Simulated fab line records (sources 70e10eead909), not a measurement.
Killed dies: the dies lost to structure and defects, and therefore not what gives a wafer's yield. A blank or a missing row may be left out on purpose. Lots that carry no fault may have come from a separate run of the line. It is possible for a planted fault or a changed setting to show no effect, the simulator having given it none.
Code-filled problem report in 8D (eight disciplines) form + flow nand harc + the parts of the form that need people (team, actions taken, sign-off) are left out

1. PROBLEM STATEMENT
thk nm at NHARC_A_ONON_D1_THK_MEAS_02 reads a mean of 1650 nm on 3 wafers of 2 lots; wafers without a fault read 998 nm with a standard deviation of 9.3. Relative to the usual mean, that is a shift of +70 standard deviations.
The step: measures by ellipsometry.
Seen first at day 8 16:45 on film metro-02, wafer L128.2. Wafers with a number at this step in the record: 39, from 13 lots. Rule for "out", or "out of limits": more than 4 standard deviations from the usual mean. The rest of the wafers with a number are treated as sound.

2. WHAT IT IS, AND WHAT IT ISN'T
| question                    | is                           | is not                                                                                                                    |
|-----------------------------|------------------------------|---------------------------------------------------------------------------------------------------------------------------|
| which readings at this step | thk nm                       | -                                                                                                                         |
| which lots                  | L128, L130                   | L122, L124, L136, L137, L138, L139, L140, L141, L142, L144, L145                                                          |
| which wafers of those lots  | L128.2, L130.2, L130.3       | L128.5, L128.6, L130.6                                                                                                    |
| read on which gauges        | film metro-01, film metro-02 | -                                                                                                                         |
| when                        | from day 8 16:45             | up to then (8 sound wafers); but 28 sound wafers of L130, L136, L137, L138, L139, L140, L141, L142, L144, L145 came after |

3. WHAT RULES OUT EACH SUSPECT
Counting: any tool at a process step up to the reading remains a suspect provided it ran every lot that is out. Sound lots after the first of them don't rule it out here, since some wafers of a struck lot are sound.
- ruled out: the gauge at NHARC_A_ONON_D1_THK_MEAS_02. The wafers that are out were read on 2 gauges (film metro-01, film metro-02).
- pecvd onon-03 at NHARC_A_ONON_D1_DEP_00 (target thk 1000 nm): kept. It ran every lot that is out, first L128 (day 8 16:18).
Left after counting: pecvd onon-03 at NHARC_A_ONON_D1_DEP_00.

4. THE CAUSE (what the simulator had put in)
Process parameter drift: pecvd onon-03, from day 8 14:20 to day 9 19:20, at NHARC_A_ONON_D1_DEP_00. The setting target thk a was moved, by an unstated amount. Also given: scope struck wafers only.
This tool alone remained once counting was done.

5. THE CHAIN OF EFFECTS, in route order
Rows list readings where the struck wafers' mean (over those with a number) sits beyond 3 standard deviations from the usual. Only readings whose record carries a usual standard deviation are examined. hours: median over the lots of the time between each lot's start at the first step of this table that gives one and its start at this step. sigmas: the change, counted in usual standard deviations.
| hours | step                        | reading         | usual  | on struck wafers | change | sigmas |
|-------|-----------------------------|-----------------|--------|------------------|--------|--------|
| 0     | NHARC_A_ONON_D1_THK_MEAS_02 | thk nm          | 998 nm | 1650             | +652   | +70    |
| 279   | NHARC_END_SORT_01           | killed at array | 21     | 670              | +649   | +73    |
| 279   | NHARC_END_SORT_01           | killed dies     | 26     | 677              | +651   | +73    |

6. WHAT WOULD HAVE CAUGHT IT SOONER
The first out-of-limits reading at a measuring or inspecting step in this record came at day 8 16:45, 2 hours after the fault's start at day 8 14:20.
L130, from the lots that are out (2), started NHARC_A_ONON_D1_DEP_00 on pecvd onon-03 later than day 8 16:45. It would have been spared by a hold on the tool at that moment.
